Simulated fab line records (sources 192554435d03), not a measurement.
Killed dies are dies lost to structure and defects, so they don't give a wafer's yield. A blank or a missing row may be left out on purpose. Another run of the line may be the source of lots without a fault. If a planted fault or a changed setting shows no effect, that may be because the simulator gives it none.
Split-lot trial	flow n5_finfet	7 lots, 21 wafers read, on a route of 1938 steps

== THE SPLIT ==
At N5_BEOL_M0_SAQP_ILD_DEP_01 (deposits SiOC from DEMS/O2, target thk 45.419 nm, time 8.7 s), the setting time_s was moved away from the recipe's 8.7 s on 6 of the 21 wafers read, by -14.3% to +9.3%. The other wafers ran this setting at the recipe's value.

The reading is taken at the split's own step.

== THE READING ==
SiOC_of_BEOL_M0_SAQP_ILD_DEP_01.thk_nm (the simulator's own value, which no gauge read), in nm, at N5_BEOL_M0_SAQP_ILD_DEP_01 (deposits SiOC from DEMS/O2, target thk 45.419 nm, time 8.7 s). The file does not state a usual value for it. Across the 15 wafers here that went through the recipe, the average is 45.6 nm and the standard deviation 0.6 nm.

wafer	tool, chamber at the split	time_s as run, s	against the recipe	SiOC_of_BEOL_M0_SAQP_ILD_DEP_01.thk_nm, nm	against lot-mates on the recipe
L076.1	pecvd-04, 2	7.732	-11.1%	40.2	-5.4
L076.4	pecvd-04, 2	7.732	-11.1%	41	-4.6
L076.5	pecvd-04, 1	8.7	recipe	45.6	-
L078.2	pecvd-04, 2	9.508	+9.3%	50	+4.0
L078.5	pecvd-04, 1	8.7	recipe	45.6	-
L078.6	pecvd-04, 2	8.7	recipe	46.4	-
L079.2	pecvd-02, 0	7.452	-14.3%	38.4	no lot-mate on the recipe
L079.3	pecvd-02, 1,0	7.452	-14.3%	39	no lot-mate on the recipe
L079.5	pecvd-02, 1,0	7.452	-14.3%	39	no lot-mate on the recipe
L082.2	pecvd-02, 0	8.7	recipe	44.2	-
L082.4	pecvd-02, 2	8.7	recipe	45.8	-
L082.6	pecvd-02, 0	8.7	recipe	45.4	-
L086.1	pecvd-04, 2	8.7	recipe	45	-
L086.5	pecvd-04, 0	8.7	recipe	44.8	-
L086.6	pecvd-04, 2	8.7	recipe	45.8	-
L089.4	pecvd-03, 2,1	8.7	recipe	45.8	-
L089.6	pecvd-03, 2,1	8.7	recipe	45.8	-
L089.5	pecvd-03, 0	8.7	recipe	44.8	-
L094.2	pecvd-02, 2	8.7	recipe	46.4	-
L094.3	pecvd-02, 1,0	8.7	recipe	46	-
L094.4	pecvd-02, 1,0	8.7	recipe	46	-
Rows listing several chambers each stand for several wafers; the file does not say which wafer went through which chamber.

FIT RESULTS
A straight line over all 21 wafers: SiOC_of_BEOL_M0_SAQP_ILD_DEP_01.thk_nm changes by +0.466 nm for each +1% of time_s; r = +0.98; the points scatter about the line by 0.56 nm.
The same after taking each lot's own level away (the mean of its wafers on the recipe; 18 wafers): +0.444 nm for each +1%; r = +0.97; scatter 0.46 nm.
That fit puts the effect of the largest move of time_s on the reading at 6.4 nm.
Measured against the standard deviation above, the lots' own levels, which go from 45.13 to 46.13 nm, span 1.7 times it.
The two slopes agree, so the slope changes little with the lot-to-lot level.
Check: for one of the wafers moved furthest among these (-11.1%), held out of the fit, the line's prediction against its lot-mates is -4.67 nm. It came out at -5.4 nm against them.

== FURTHER SPLITS ON THESE WAFERS ==
These wafers also went through other splits before the reading. Each is held against what the fit with the lots' levels taken away leaves over:
other split on the same wafers	wafers away from the commonest value	r with SiOC_of_BEOL_M0_SAQP_ILD_DEP_01.thk_nm (lot level and that fit taken away)
N5_MOL_CONTACT_COAG_COAT_77 spin_rpm	3	+0.14

== FILE'S OWN FIT ==
SiOC_of_BEOL_M0_SAQP_ILD_DEP_01.thk_nm changes by +0.442 nm for each +1% of time_s, r = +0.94.
